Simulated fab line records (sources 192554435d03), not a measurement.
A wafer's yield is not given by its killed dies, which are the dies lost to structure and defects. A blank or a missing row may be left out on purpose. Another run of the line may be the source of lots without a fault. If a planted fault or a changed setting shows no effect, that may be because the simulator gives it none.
Split-lot study / flow n5_finfet / 21 wafers read across 7 lots, on a route 1938 steps long

== ON THE SPLIT ==
At N5_BEOL_M8_ALD_77 (deposits TaN, target thk 2 nm, pulse time 2 s, purge time 3 s), the setting ald_cycles was moved away from the recipe's 40 on 11 of the 21 wafers read, by -10.0% to +15.0%. The other wafers ran this setting at the recipe's value.

The reading is taken at the split's own step.

== THE READING ==
TaN_of_BEOL_M8_ALD_77.thk_nm (the simulator's own value, which no gauge read), in nm, at N5_BEOL_M8_ALD_77 (deposits TaN, target thk 2 nm, pulse time 2 s, purge time 3 s). The file gives no usual value for it.

wafer=L077.1; tool, chamber at the split=ald_metal-04, 0,2; ald_cycles as run=36; against the recipe=-10.0%; TaN_of_BEOL_M8_ALD_77.thk_nm, nm=1.8; against lot-mates on the recipe=-0.2
wafer=L077.3; tool, chamber at the split=ald_metal-04, 0,2; ald_cycles as run=36; against the recipe=-10.0%; TaN_of_BEOL_M8_ALD_77.thk_nm, nm=1.8; against lot-mates on the recipe=-0.2
wafer=L077.2; tool, chamber at the split=ald_metal-04, 1; ald_cycles as run=40; against the recipe=recipe; TaN_of_BEOL_M8_ALD_77.thk_nm, nm=2; against lot-mates on the recipe=-
wafer=L078.3; tool, chamber at the split=ald_metal-03, 3,1; ald_cycles as run=46; against the recipe=+15.0%; TaN_of_BEOL_M8_ALD_77.thk_nm, nm=2.4; against lot-mates on the recipe=+0.4
wafer=L078.5; tool, chamber at the split=ald_metal-03, 3,1; ald_cycles as run=46; against the recipe=+15.0%; TaN_of_BEOL_M8_ALD_77.thk_nm, nm=2.4; against lot-mates on the recipe=+0.4
wafer=L078.4; tool, chamber at the split=ald_metal-03, 0; ald_cycles as run=40; against the recipe=recipe; TaN_of_BEOL_M8_ALD_77.thk_nm, nm=2; against lot-mates on the recipe=-
wafer=L079.2; tool, chamber at the split=ald_metal-04, 3; ald_cycles as run=44; against the recipe=+10.0%; TaN_of_BEOL_M8_ALD_77.thk_nm, nm=2.2; against lot-mates on the recipe=+0.2
wafer=L079.4; tool, chamber at the split=ald_metal-04, 1,0; ald_cycles as run=40; against the recipe=recipe; TaN_of_BEOL_M8_ALD_77.thk_nm, nm=2; against lot-mates on the recipe=-
wafer=L079.5; tool, chamber at the split=ald_metal-04, 1,0; ald_cycles as run=40; against the recipe=recipe; TaN_of_BEOL_M8_ALD_77.thk_nm, nm=2; against lot-mates on the recipe=-
wafer=L080.3; tool, chamber at the split=ald_metal-02, 1,0; ald_cycles as run=40; against the recipe=recipe; TaN_of_BEOL_M8_ALD_77.thk_nm, nm=2; against lot-mates on the recipe=-
wafer=L080.5; tool, chamber at the split=ald_metal-02, 1,0; ald_cycles as run=40; against the recipe=recipe; TaN_of_BEOL_M8_ALD_77.thk_nm, nm=2; against lot-mates on the recipe=-
wafer=L080.4; tool, chamber at the split=ald_metal-02, 2; ald_cycles as run=36; against the recipe=-10.0%; TaN_of_BEOL_M8_ALD_77.thk_nm, nm=1.8; against lot-mates on the recipe=-0.2
wafer=L091.4; tool, chamber at the split=ald_metal-03, 2,0; ald_cycles as run=36; against the recipe=-10.0%; TaN_of_BEOL_M8_ALD_77.thk_nm, nm=1.8; against lot-mates on the recipe=-0.2
wafer=L091.6; tool, chamber at the split=ald_metal-03, 2,0; ald_cycles as run=36; against the recipe=-10.0%; TaN_of_BEOL_M8_ALD_77.thk_nm, nm=1.8; against lot-mates on the recipe=-0.2
wafer=L091.5; tool, chamber at the split=ald_metal-03, 3; ald_cycles as run=40; against the recipe=recipe; TaN_of_BEOL_M8_ALD_77.thk_nm, nm=2; against lot-mates on the recipe=-
wafer=L094.2; tool, chamber at the split=ald_metal-02, 1,2,3; ald_cycles as run=40; against the recipe=recipe; TaN_of_BEOL_M8_ALD_77.thk_nm, nm=2; against lot-mates on the recipe=-
wafer=L094.3; tool, chamber at the split=ald_metal-02, 1,2,3; ald_cycles as run=40; against the recipe=recipe; TaN_of_BEOL_M8_ALD_77.thk_nm, nm=2; against lot-mates on the recipe=-
wafer=L094.4; tool, chamber at the split=ald_metal-02, 1,2,3; ald_cycles as run=40; against the recipe=recipe; TaN_of_BEOL_M8_ALD_77.thk_nm, nm=2; against lot-mates on the recipe=-
wafer=L095.2; tool, chamber at the split=ald_metal-02, 2,3,2; ald_cycles as run=37; against the recipe=-7.5%; TaN_of_BEOL_M8_ALD_77.thk_nm, nm=1.8; against lot-mates on the recipe=no lot-mate on the recipe
wafer=L095.3; tool, chamber at the split=ald_metal-02, 2,3,2; ald_cycles as run=37; against the recipe=-7.5%; TaN_of_BEOL_M8_ALD_77.thk_nm, nm=1.8; against lot-mates on the recipe=no lot-mate on the recipe
wafer=L095.5; tool, chamber at the split=ald_metal-02, 2,3,2; ald_cycles as run=37; against the recipe=-7.5%; TaN_of_BEOL_M8_ALD_77.thk_nm, nm=1.8; against lot-mates on the recipe=no lot-mate on the recipe
If several chambers appear in one row, that row covers several wafers at once and the file leaves open which wafer was in which chamber.

FIT RESULTS
A straight line over all 21 wafers: TaN_of_BEOL_M8_ALD_77.thk_nm changes by +0.0236 nm for each +1% of ald_cycles; r = +0.99; the points scatter about the line by 0.025 nm.
The same after taking each lot's own level away (the mean of its wafers on the recipe; 18 wafers): +0.023 nm for each +1%; r = +0.99; scatter 0.023 nm.
On that fit, the largest move of ald_cycles shifts the reading by 0.34 nm.
The lots' own levels span 2.00 to 2.00 nm.
The two slopes are in agreement: the lot-to-lot level therefore moves the slope only a little.
Check: +0.34 nm against its lot-mates is what the line predicts for one of the wafers moved furthest among these (+15.0%) when that wafer is left out of the fit. Against them it came out at +0.4 nm.

== FURTHER SPLITS ON THESE WAFERS ==
Before the reading, these wafers also passed through other splits. Each is held against what the fit with the lots' levels taken away leaves over:
other split on the same wafers=N5_BEOL_M7_EXPOSE_25 dose_mj; wafers away from the commonest value=9; r with TaN_of_BEOL_M8_ALD_77.thk_nm (lot level and that fit taken away)=-0.01

== THE FILE'S OWN FIT ==
TaN_of_BEOL_M8_ALD_77.thk_nm changes by +0.0224 nm for each +1% of ald_cycles, r = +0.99.
